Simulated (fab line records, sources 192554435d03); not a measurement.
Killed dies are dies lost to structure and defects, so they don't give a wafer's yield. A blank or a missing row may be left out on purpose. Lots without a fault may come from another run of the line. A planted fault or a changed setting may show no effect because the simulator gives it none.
Problem report in the 8D (eight disciplines) form, filled by code | flow n5_finfet | the parts of the form that need people (team, actions taken, sign-off) are left out

1. THE PROBLEM
susceptor_temp_C at N5_FIN_SAQP_SPACER2_ALD_28 reads a mean of 292.02 C on 1 wafer of 1 lot; wafers without a fault read 299.99 C with a standard deviation of 0.17. That is -47 standard deviations from the usual mean.
The step: deposits SiO2, target thk 8.1 nm, pulse time 1 s, purge time 2 s.
First seen on wafer L302.2, day 5 12:55, on ald_sin-04. The record holds 27 wafers of 9 lots with a number at this step. Rule for "out", or "out of limits": more than 4 standard deviations from the usual mean. The other wafers with a number count as sound.

2. WHAT IT IS AND WHAT IT IS NOT
question                    | is               | is not
which readings at this step | susceptor_temp_C | heater_power_w, precursor_pulse_height_rel
which lots                  | L302             | L288, L293, L295, L296, L298, L301, L303, L311
which wafers of those lots  | L302.2           | L302.1, L302.4
read on which tools         | ald_sin-04       | ald_sin-01, ald_sin-02
when                        | from day 5 12:55 | up to then (20 sound wafers); but 6 sound wafers of L303, L311 came after

3. SUSPECTS, AND WHAT RULES EACH OUT
Counting: a tool at a process step up to the reading stays a suspect if it ran every lot that is out. Sound lots after the first of them don't rule it out here, since some wafers of a struck lot are sound.
- rie_si-05 at N5_FIN_SAQP_MANDREL_ETCH_58 (etches a-Si in HBr/Cl2, stops on SiNx, target depth 45 nm, bt time 10 s, time 27 s): kept. It ran the lot that is out, L302 (day 5 12:05); its last sound lot up to then is L298 (day 4 12:38).
- ald_sin-04 at N5_FIN_SAQP_SPACER2_ALD_28 (deposits SiO2, target thk 8.1 nm, pulse time 1 s, purge time 2 s): kept. It ran the lot that is out, L302 (day 5 12:55); its last sound lot up to then is L296 (day 4 01:03). Its own readings are out on those wafers: susceptor_temp_C.
- Within rie_si-05 at N5_FIN_SAQP_MANDREL_ETCH_58: the wafers that are out ran in chamber 1; their sound lot-mates ran in chambers 2, 3.
- Within ald_sin-04 at N5_FIN_SAQP_SPACER2_ALD_28: the wafers that are out ran in chamber 3; their sound lot-mates ran in chambers 0, 1.
Left after counting: rie_si-05 at N5_FIN_SAQP_MANDREL_ETCH_58, ald_sin-04 at N5_FIN_SAQP_SPACER2_ALD_28.

4. THE CAUSE (what the simulator had put in)
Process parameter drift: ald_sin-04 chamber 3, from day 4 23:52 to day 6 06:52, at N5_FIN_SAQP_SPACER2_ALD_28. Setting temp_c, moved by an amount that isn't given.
Counting left 2 suspects, and this tool is among them.

5. THE CHAIN OF EFFECTS, in route order
Each row: a reading whose mean over the struck wafers that have a number lies more than 3 standard deviations from the usual. Only readings for which the record gives a usual standard deviation are gone through. hours: the time from each lot's start at the first step in this table that gives one to its start at this step, as a median over the lots. sigmas: the change in usual standard deviations.
hours | step                       | reading          | usual    | on struck wafers | change | sigmas
0     | N5_FIN_SAQP_SPACER2_ALD_28 | susceptor_temp_C | 299.99 C | 292.02           | -7.97  | -47
The process steps in it:
- N5_FIN_SAQP_SPACER2_ALD_28: deposits SiO2, target thk 8.1 nm, pulse time 1 s, purge time 2 s.
Later measuring or inspecting steps at which every struck wafer that the step has a row for has a number for every such reading, and none has moved that far: N5_FIN_SAQP_CD_MEAS_31, N5_BEOL_M4_RC_MEAS_101.

6. WHAT WOULD HAVE CAUGHT IT SOONER
In this record the first reading out of limits was taken at day 5 12:55, 13 hours after the fault began at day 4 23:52.
